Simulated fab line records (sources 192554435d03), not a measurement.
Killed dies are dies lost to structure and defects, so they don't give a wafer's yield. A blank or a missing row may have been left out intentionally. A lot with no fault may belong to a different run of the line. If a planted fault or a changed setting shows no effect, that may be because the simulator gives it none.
The tool behind it: which one? -- flow n5Finfet -- 39 wafers from 13 lots sampled at 3 of the route's 1938 steps

== WHAT THE GAUGES SHOWED, per wafer ==
N5_PASSIVATION_CD_MEAS_10: the cd target is 3000 nm. Usual: cdNm reads 3000.5 nm (standard deviation 2.6).
lot,measured,on,cdNm (nm),flag
L206,day 12 20:22,cdSem-03,3005.7 3005.3 3006.2,
L207,day 13 04:41,cdSem-03,2997.4 2998.6 2995.3,
L213,day 14 03:53,cdSem-02,2998.3 2997.9 2999.5,
L214,day 14 13:05,cdSem-02,2996.6 3004.1 2999.5,
L212,day 14 18:26,cdSem-01,3001.3 3000.7 3000.2,
L211,day 14 18:36,cdSem-03,3001.6 3000.3 3001.2,
L218,day 15 03:57,cdSem-01,3003.7 3001.7 2999.5,
L220,day 16 18:13,cdSem-01,3001.2 3001.8 3000.1,
L221,day 16 20:15,cdSem-02,2996.9 2997.0 3000.3,
L224,day 17 02:32,cdSem-02,3001.7 3003.7 3002.5,
L226,day 17 18:38,cdSem-03,2996.6 2997.5 2999.2,
L227,day 18 08:23,cdSem-02,2997.0 2997.8 2998.8,
L228,day 18 08:32,cdSem-01,3003.7 3005.7 3002.3,

== EACH LOT AND THE TOOL THAT RAN IT (in order: tool; ch and the chambers of the sampled wafers; start) ==
lot,N5_BEOL_M11_PRE_CLEAN_45,N5_MIM_TOP_ALD_01
L206,"pvdSputter-03, day 11 10:27","aldHk-03 ch 0,1,2, day 12 20:22 or earlier"
L207,"pvdSputter-03, day 11 10:51","aldHk-03 ch 0,2, day 13 04:41 or earlier"
L213,"pvdSputter-03, day 12 16:05","aldHk-01 ch 0,1, day 14 03:53 or earlier"
L214,"pvdSputter-01, day 13 00:02","aldHk-03 ch 2,3, day 14 13:05 or earlier"
L212,"pvdSputter-01, day 13 04:56","aldHk-03 ch 0,1,2, day 14 18:26 or earlier"
L211,"pvdSputter-01, day 13 05:01","aldHk-03 ch 0,1,3, day 14 18:36 or earlier"
L218,"pvdSputter-01, day 13 19:20","aldHk-03 ch 0,1, day 15 03:57 or earlier"
L220,"pvdSputter-02, day 15 01:05","aldHk-01 ch 0,1,3, day 16 18:13 or earlier"
L221,"pvdSputter-01, day 15 03:48","aldHk-03 ch 0,2, day 16 20:15 or earlier"
L224,"pvdSputter-01, day 15 13:59","aldHk-03 ch 0,1,2, day 17 02:32 or earlier"
L226,"pvdSputter-03, day 16 06:08","aldHk-02 ch 0,1,2, day 17 18:38 or earlier"
L227,"pvdSputter-03, day 16 18:16","aldHk-02 ch 0,1,3, day 18 08:23 or earlier"
L228,"pvdSputter-03, day 16 21:25","aldHk-03 ch 1,2,3, day 18 08:32 or earlier"
- N5_BEOL_M11_PRE_CLEAN_45: time 30 s.
- N5_MIM_TOP_ALD_01: deposits HfO2, target thk 5.6 nm, pulse time 1 s, purge time 3 s.

== AS READ BY THE TOOLS THEMSELVES (means over the sampled wafers that have a number; for cases with no such wafer, the mark the record gives instead) ==
N5_BEOL_M11_PRE_CLEAN_45. Usual: heaterPowerW reads 333 W (standard deviation 37).
lot,tool,heaterPowerW (W),flag
L206,pvdSputter-03,329,
L207,pvdSputter-03,317,
L213,pvdSputter-03,318,
L214,pvdSputter-01,397,
L212,pvdSputter-01,363,
L211,pvdSputter-01,364,
L218,pvdSputter-01,396,
L220,pvdSputter-02,310,
L221,pvdSputter-01,359,
L224,pvdSputter-01,368,
L226,pvdSputter-03,308,
L227,pvdSputter-03,297,
L228,pvdSputter-03,312,

N5_MIM_TOP_ALD_01. Usual: precursorPulseHeightRel reads 1.000 (standard deviation 0.019).
lot,tool,precursorPulseHeightRel,flag
L206,aldHk-03,1.008,
L207,aldHk-03,0.998,
L213,aldHk-01,0.997,
L214,aldHk-03,1.006,
L212,aldHk-03,0.996,
L211,aldHk-03,0.998,
L218,aldHk-03,1.007,
L220,aldHk-01,0.993,
L221,aldHk-03,1.004,
L224,aldHk-03,0.986,
L226,aldHk-02,1.008,
L227,aldHk-02,0.981,
L228,aldHk-03,0.993,

== THE ANSWER, worked out from the rows above alone ==
Rule: take the mean of a lot's wafers that have a number; if it is more than 3 standard deviations from the usual mean, the lot is off. Also off: a lot with no number at a reading for which 4 or more lots have one. The other lots that the step has rows for count as sound. The gauges are gone through in route order, then the tools' own readings, and for those a lot's mean is taken as printed above. The first step at which some lot is off is used, and at that step the reading that is off furthest; a lot without a number counts as furthest.
No lot is off on any of the readings shown, so nothing can be concluded from this.

== WHAT THE SIMULATOR PUT IN ==
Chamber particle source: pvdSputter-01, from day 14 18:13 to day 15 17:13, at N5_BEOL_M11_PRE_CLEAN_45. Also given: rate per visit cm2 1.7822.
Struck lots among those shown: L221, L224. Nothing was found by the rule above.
